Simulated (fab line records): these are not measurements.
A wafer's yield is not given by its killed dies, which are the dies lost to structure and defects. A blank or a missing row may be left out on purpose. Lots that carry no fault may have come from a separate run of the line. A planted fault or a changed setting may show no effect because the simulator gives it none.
Lot-split experiment :: flow n5_finfet :: on a route of 1938 steps: 7 lots, 21 wafers read

## ABOUT THE SPLIT
At N5_BEOL_M11_TRENCH_ETCH_37 (etches SiCOH lowk in C4F6/O2, target depth 148.83 nm, time 48 s), the setting time_s was moved away from the recipe's 48 s on 2 of the 21 wafers read, by -12.5% to +5.7%. The other wafers ran this setting at the recipe's value.

## FROM THE SPLIT TO THE READING: what the file shows between them, 10 steps
- N5_BEOL_M11_ETCH_41: etches SiCN in CH3F/O2, target depth 42.6 nm, time 86 s
- N5_BEOL_M11_STRIP_77: strips in N2/H2, time 10 s
- N5_BEOL_M11_PRECLEAN_42: cleans in residue remover, time 60 s
- N5_BEOL_M11_SRD_43: time 30 s
- N5_BEOL_M11_CD_MEAS_35: target cd 70 nm
- N5_BEOL_M11_ALD_74: deposits TaN, target thk 2 nm, pulse time 2 s, purge time 3 s (also split here: ald_cycles)
- N5_BEOL_M11_SURFACE_TREAT_76
- N5_BEOL_M11_CVD_75: deposits Co from CCTBA/H2, target thk 2 nm, time 138.9 s
- N5_BEOL_M11_PRE_CLEAN_55: time 15 s
- N5_BEOL_M11_DEP_56: deposits SiCN from 3MS/NH3, target thk 30 nm, time 10.5 s

## THE READING
At N5_BEOL_M11_RS_MEAS_57, a four-point-probe measurement gives M11_RS in ohm/sq. On this fab line, fault-free wafers typically give 0.151 ohm/sq with a standard deviation of 0.0031 ohm/sq.

wafer: L076.2
tool, chamber at the split: rie_diel-03, 2,0,1
time_s as run, s: 48
against the recipe: recipe
M11_RS, ohm/sq: 0.150
against lot-mates on the recipe: -

wafer: L076.4
tool, chamber at the split: rie_diel-03, 2,0,1
time_s as run, s: 48
against the recipe: recipe
M11_RS, ohm/sq: 0.148
against lot-mates on the recipe: -

wafer: L076.6
tool, chamber at the split: rie_diel-03, 2,0,1
time_s as run, s: 48
against the recipe: recipe
M11_RS, ohm/sq: 0.151
against lot-mates on the recipe: -

wafer: L078.1
tool, chamber at the split: rie_diel-03, 0
time_s as run, s: 50.72
against the recipe: +5.7%
M11_RS, ohm/sq: 0.136
against lot-mates on the recipe: -0.016

wafer: L078.3
tool, chamber at the split: rie_diel-03, 1,3
time_s as run, s: 48
against the recipe: recipe
M11_RS, ohm/sq: 0.150
against lot-mates on the recipe: -

wafer: L078.5
tool, chamber at the split: rie_diel-03, 1,3
time_s as run, s: 48
against the recipe: recipe
M11_RS, ohm/sq: 0.154
against lot-mates on the recipe: -

wafer: L077.2
tool, chamber at the split: rie_diel-03, 3,1,1
time_s as run, s: 48
against the recipe: recipe
M11_RS, ohm/sq: 0.157
against lot-mates on the recipe: -

wafer: L077.3
tool, chamber at the split: rie_diel-03, 3,1,1
time_s as run, s: 48
against the recipe: recipe
M11_RS, ohm/sq: 0.149
against lot-mates on the recipe: -

wafer: L077.5
tool, chamber at the split: rie_diel-03, 3,1,1
time_s as run, s: 48
against the recipe: recipe
M11_RS, ohm/sq: 0.149
against lot-mates on the recipe: -

wafer: L079.3
tool, chamber at the split: rie_diel-03, 0,2,3
time_s as run, s: 48
against the recipe: recipe
M11_RS, ohm/sq: 0.149
against lot-mates on the recipe: -

wafer: L079.4
tool, chamber at the split: rie_diel-03, 0,2,3
time_s as run, s: 48
against the recipe: recipe
M11_RS, ohm/sq: 0.152
against lot-mates on the recipe: -

wafer: L079.6
tool, chamber at the split: rie_diel-03, 0,2,3
time_s as run, s: 48
against the recipe: recipe
M11_RS, ohm/sq: 0.154
against lot-mates on the recipe: -

wafer: L083.2
tool, chamber at the split: rie_diel-03, 3,0,0
time_s as run, s: 48
against the recipe: recipe
M11_RS, ohm/sq: 0.160
against lot-mates on the recipe: -

wafer: L083.3
tool, chamber at the split: rie_diel-03, 3,0,0
time_s as run, s: 48
against the recipe: recipe
M11_RS, ohm/sq: 0.148
against lot-mates on the recipe: -

wafer: L083.6
tool, chamber at the split: rie_diel-03, 3,0,0
time_s as run, s: 48
against the recipe: recipe
M11_RS, ohm/sq: 0.148
against lot-mates on the recipe: -

wafer: L093.2
tool, chamber at the split: rie_diel-03, 2,2,1
time_s as run, s: 48
against the recipe: recipe
M11_RS, ohm/sq: 0.152
against lot-mates on the recipe: -

wafer: L093.4
tool, chamber at the split: rie_diel-03, 2,2,1
time_s as run, s: 48
against the recipe: recipe
M11_RS, ohm/sq: 0.153
against lot-mates on the recipe: -

wafer: L093.6
tool, chamber at the split: rie_diel-03, 2,2,1
time_s as run, s: 48
against the recipe: recipe
M11_RS, ohm/sq: 0.151
against lot-mates on the recipe: -

wafer: L096.2
tool, chamber at the split: rie_diel-03, 2,0
time_s as run, s: 48
against the recipe: recipe
M11_RS, ohm/sq: 0.152
against lot-mates on the recipe: -

wafer: L096.3
tool, chamber at the split: rie_diel-03, 0
time_s as run, s: 42
against the recipe: -12.5%
M11_RS, ohm/sq: 0.174
against lot-mates on the recipe: +0.024

wafer: L096.6
tool, chamber at the split: rie_diel-03, 2,0
time_s as run, s: 48
against the recipe: recipe
M11_RS, ohm/sq: 0.148
against lot-mates on the recipe: -
The file does not say which wafer passed through which chamber wherever a row lists several chambers: such a row stands for several wafers.

THE FIT
A straight line over all 21 wafers: M11_RS changes by -0.00198 ohm/sq for each +1% of time_s; r = -0.88; the points scatter about the line by 0.0033 ohm/sq.
The same after taking each lot's own level away (the mean of its wafers on the recipe; 21 wafers): -0.00208 ohm/sq for each +1%; r = -0.90; scatter 0.0032 ohm/sq.
Per that fit: largest time_s move, reading shift of 0.026 ohm/sq.
The lots' own levels span 0.1497 to 0.1520 ohm/sq, that is 0.8 times the standard deviation above.
Hence the lot-to-lot level has little effect on the slope; both slopes agree.
Check: with one of the wafers moved furthest among these (-12.5%) left out of the fit, the line predicts +0.0353 ohm/sq for it against its lot-mates. Against them it came out at +0.024 ohm/sq.

## THESE WAFERS: OTHER SPLITS
These wafers also went through other splits before the reading. Each is held against what the fit with the lots' levels taken away leaves over:
other split on the same wafers: N5_BEOL_M11_ALD_74 ald_cycles
wafers away from the commonest value: 8
r with M11_RS (lot level and that fit taken away): +0.45

## THE FILE'S OWN FIT
M11_RS changes by -0.00211 ohm/sq for each +1% of time_s, r = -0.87.
